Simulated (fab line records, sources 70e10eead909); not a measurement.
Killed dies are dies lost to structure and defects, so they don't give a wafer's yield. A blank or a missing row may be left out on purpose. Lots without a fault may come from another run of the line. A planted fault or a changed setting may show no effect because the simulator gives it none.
Which tool did it? | flow nand_harc | 11 lots, 33 wafers sampled, at 6 steps of a route of 1302

WHAT THE GAUGES READ, wafer by wafer
NHARC_A_M1_INSPECT_11.
lot  | measured     | on                | raw_defect_count
L637 | day 22 09:49 | defect_inspect-01 | 70 55 61
L638 | day 23 05:27 | defect_inspect-02 | 57 64 56
L639 | day 23 08:05 | defect_inspect-02 | 142 153 164
L642 | day 24 13:32 | defect_inspect-02 | 27 26 28
L641 | day 24 15:34 | defect_inspect-01 | 135 142 133
L645 | day 26 02:46 | defect_inspect-02 | 120 116 114
L650 | day 28 03:36 | defect_inspect-01 | 74 70 946
L651 | day 28 06:01 | defect_inspect-02 | 967 110 83
L654 | day 29 01:01 | defect_inspect-01 | 63 70 75
L658 | day 31 09:49 | defect_inspect-02 | 82 78 83
L660 | day 32 03:28 | defect_inspect-02 | 132 124 125

NHARC_END_SORT_01.
lot  | measured     | on        | defect_limited_yield (%) | killed_at_array | killed_at_other | killed_at_periphery | killed_dies | killed_open | killed_short | sort_bin_2_pct (%) | sort_bin_3_pct (%) | sort_bin_4_pct (%) | sort_n_pass | sort_rim_yield_pct (%) | sort_yield_pct (%)
L642 | day 26 04:43 | prober-02 | 95.4 95.6 95.9           | 28 28 25        | 1 0 2           | 2 2 1               | 31 30 28    | 3 4 1       | 4 4 1        | 2.2 1.3 1.2        | 0.1 0.1 0.3        | 2.2 3.0 2.7        | 646 647 649 | 95 97 93               | 95.4 95.6 95.9
L650 | day 29 19:25 | prober-01 | 90.8 90.8 79.3           | 58 54 137       | 0 0 0           | 4 8 3               | 62 62 140   | 5 3 5       | 3 4 3        | 3.2 3.7 8.1        | 0.4 0.3 4.6        | 5.5 5.2 8.0        | 615 615 537 | 90 89 88               | 90.8 90.8 79.3
L651 | day 29 11:35 | prober-01 | 82.0 90.5 89.1           | 119 59 67       | 1 1 4           | 2 4 3               | 122 64 74   | 1 1 4       | 1 2 0        | 9.5 3.0 3.2        | 3.7 1.5 0.6        | 4.9 5.0 7.1        | 555 613 603 | 95 78 92               | 82.0 90.5 89.1

WHICH TOOL RAN EACH LOT (tool, then ch and the chambers of the sampled wafers, then the start)
lot  | NHARC_A_M0_ETCH_34                 | NHARC_A_M0_PRE_CLEAN_31         | NHARC_A_M1_PVD_20                       | NHARC_A_M1_PVD_21
L637 | rie_diel-06 ch 1,2, day 22 05:55   | pecvd-04 ch 0,2, day 22 08:23   | pvd_sputter-02, no start                | pvd_sputter-02, no start
L638 | rie_diel-06 ch 0,1,2, day 23 01:41 | pecvd-02 ch 0,1, day 23 04:08   | pvd_sputter-01, no start                | pvd_sputter-01, no start
L639 | rie_diel-01 ch 1,2,3, day 23 04:07 | pecvd-02 ch 1,2, day 23 06:38   | pvd_sputter-01, no start                | pvd_sputter-01, no start
L642 | rie_diel-11 ch 1,3, day 24 09:45   | pecvd-03 ch 0,1,2, day 24 12:13 | pvd_sputter-03, day 26 04:43 or earlier | pvd_sputter-03, day 26 04:43 or earlier
L641 | rie_diel-06 ch 2,3, day 24 11:38   | pecvd-03 ch 0,2, day 24 14:08   | pvd_sputter-01, no start                | pvd_sputter-01, no start
L645 | rie_diel-01 ch 0,3, day 25 22:34   | pecvd-03 ch 0,1,2, day 26 01:10 | pvd_sputter-01, no start                | pvd_sputter-01, no start
L650 | rie_diel-11 ch 0,1,3, day 27 23:41 | pecvd-03 ch 0,1,2, day 28 02:10 | pvd_sputter-03, day 29 19:25 or earlier | pvd_sputter-03, day 29 19:25 or earlier
L651 | rie_diel-01 ch 1,2,3, day 28 02:07 | pecvd-03 ch 0,1,2, day 28 04:34 | pvd_sputter-03, day 29 11:35 or earlier | pvd_sputter-03, day 29 11:35 or earlier
L654 | rie_diel-01 ch 0,1, day 28 21:07   | pecvd-04 ch 0,2, day 28 23:35   | pvd_sputter-03, no start                | pvd_sputter-03, no start
L658 | rie_diel-01 ch 1,3, day 31 05:55   | pecvd-04 ch 0,1, day 31 08:23   | pvd_sputter-01, no start                | pvd_sputter-01, no start
L660 | rie_diel-11 ch 1,3, day 31 23:30   | pecvd-02 ch 0,2, day 32 02:08   | pvd_sputter-03, no start                | pvd_sputter-03, no start
- NHARC_A_M0_ETCH_34: etches the open film in N2/H2, target depth 40 nm, overetch 12 nm, time 43.94 s.
- NHARC_A_M0_PRE_CLEAN_31: time 12 s.
- NHARC_A_M1_PVD_20: deposits TaN, target thk 5 nm, time 8.06 s.
- NHARC_A_M1_PVD_21: deposits Cu, target thk 30 nm, time 20.49 s.

WHAT THE TOOLS THEMSELVES READ (means of the sampled wafers that have a number; where no wafer has one, the mark that the record gives instead)
NHARC_A_M0_ETCH_34.
lot  | tool        | drypump_motor_current_A (A) | mfc_ar_sccm (sccm) | oes_product_au (a.u.) | rf_vpp_V (V) | showerhead_plenum_p_Torr (Torr) | throttle_valve_pct (%)
L637 | rie_diel-06 | 6.21                        | 0.011              | 0.994                 | 428.9        | 1.98                            | 14.173
L638 | rie_diel-06 | 6.15                        | 0.016              | 0.980                 | 429.9        | 2.00                            | 14.167
L639 | rie_diel-01 | 5.86                        | 0.007              | 1.007                 | 433.6        | 2.11                            | 14.172
L642 | rie_diel-11 | 5.44                        | 0.013              | 0.997                 | 433.2        | 2.12                            | 14.172
L641 | rie_diel-06 | 6.27                        | 0.014              | 0.999                 | 428.3        | 1.98                            | 14.171
L645 | rie_diel-01 | 6.01                        | 0.010              | 1.019                 | 428.0        | 1.99                            | 14.174
L650 | rie_diel-11 | 5.69                        | 0.007              | 0.995                 | 431.9        | 2.12                            | 14.179
L651 | rie_diel-01 | 5.87                        | 0.007              | 1.001                 | 432.8        | 2.11                            | 14.173
L654 | rie_diel-01 | 6.26                        | 0.027              | 0.996                 | 430.2        | 2.00                            | 14.174
L658 | rie_diel-01 | 5.90                        | 0.007              | 1.007                 | 430.6        | 2.05                            | 14.160
L660 | rie_diel-11 | 5.43                        | 0.013              | 0.998                 | 433.5        | 2.12                            | 14.164

NHARC_A_M0_PRE_CLEAN_31.
lot  | tool     | heater_power_w (W)
L637 | pecvd-04 | 591
L638 | pecvd-02 | 712
L639 | pecvd-02 | 701
L642 | pecvd-03 | 617
L641 | pecvd-03 | 638
L645 | pecvd-03 | 619
L650 | pecvd-03 | 628
L651 | pecvd-03 | 645
L654 | pecvd-04 | 632
L658 | pecvd-04 | 608
L660 | pecvd-02 | 705

NHARC_A_M1_PVD_20.
lot  | tool           | throttle_valve_pct (%)
L637 | pvd_sputter-02 | 29.5
L638 | pvd_sputter-01 | 31.5
L639 | pvd_sputter-01 | 31.0
L642 | pvd_sputter-03 | 29.7
L641 | pvd_sputter-01 | 31.1
L645 | pvd_sputter-01 | 30.7
L650 | pvd_sputter-03 | 29.3
L651 | pvd_sputter-03 | 29.7
L654 | pvd_sputter-03 | 30.5
L658 | pvd_sputter-01 | 31.2
L660 | pvd_sputter-03 | 30.4

NHARC_A_M1_PVD_21.
lot  | tool           | throttle_valve_pct (%)
L637 | pvd_sputter-02 | 30.4
L638 | pvd_sputter-01 | 30.5
L639 | pvd_sputter-01 | 30.8
L642 | pvd_sputter-03 | 29.4
L641 | pvd_sputter-01 | 31.1
L645 | pvd_sputter-01 | 31.0
L650 | pvd_sputter-03 | 29.4
L651 | pvd_sputter-03 | 29.5
L654 | pvd_sputter-03 | 30.4
L658 | pvd_sputter-01 | 30.3
L660 | pvd_sputter-03 | 29.0

THE ANSWER, worked out from the rows above alone
Rule: what is usual is taken from the lots themselves. Put in order of their means at a reading, lots are off if they are a third of the lots or fewer, leave a main group of 4 or more, and stand apart from it by a gap of 3 or more times the standard deviation of the main group's means; of several such gaps the widest counts. A main group whose means are all the same, to the digits that the tables above print for the reading, isn't used. A lot without any number at a reading at which 4 lots or more have one is off too. The other lots that the step has rows for count as sound. The gauges are gone through in route order, then the tools' own readings, and for those a lot's mean is taken as printed above. The first step at which some lot is off is used, and at that step the reading that is off furthest; a lot without a number counts as furthest.
Off: L650, L651, at NHARC_A_M1_INSPECT_11 (raw_defect_count). The main group: mean 92, standard deviation 40.
A tool fits if, at a process step before that reading, it ran every lot that is off, and no sound lot after the first of them. The gauges at NHARC_A_M1_INSPECT_11 are tried like those tools. One fits: pecvd-03 at NHARC_A_M0_PRE_CLEAN_31. Its last sound lot is L645 (day 26 01:10), its first lot that is off L650 (day 28 02:10): a fault that began between those two fits.

WHAT THE SIMULATOR HAD PUT IN
Chamber particle source: pecvd-03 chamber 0, from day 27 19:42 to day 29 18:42, at NHARC_A_M0_PRE_CLEAN_31. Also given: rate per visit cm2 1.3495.
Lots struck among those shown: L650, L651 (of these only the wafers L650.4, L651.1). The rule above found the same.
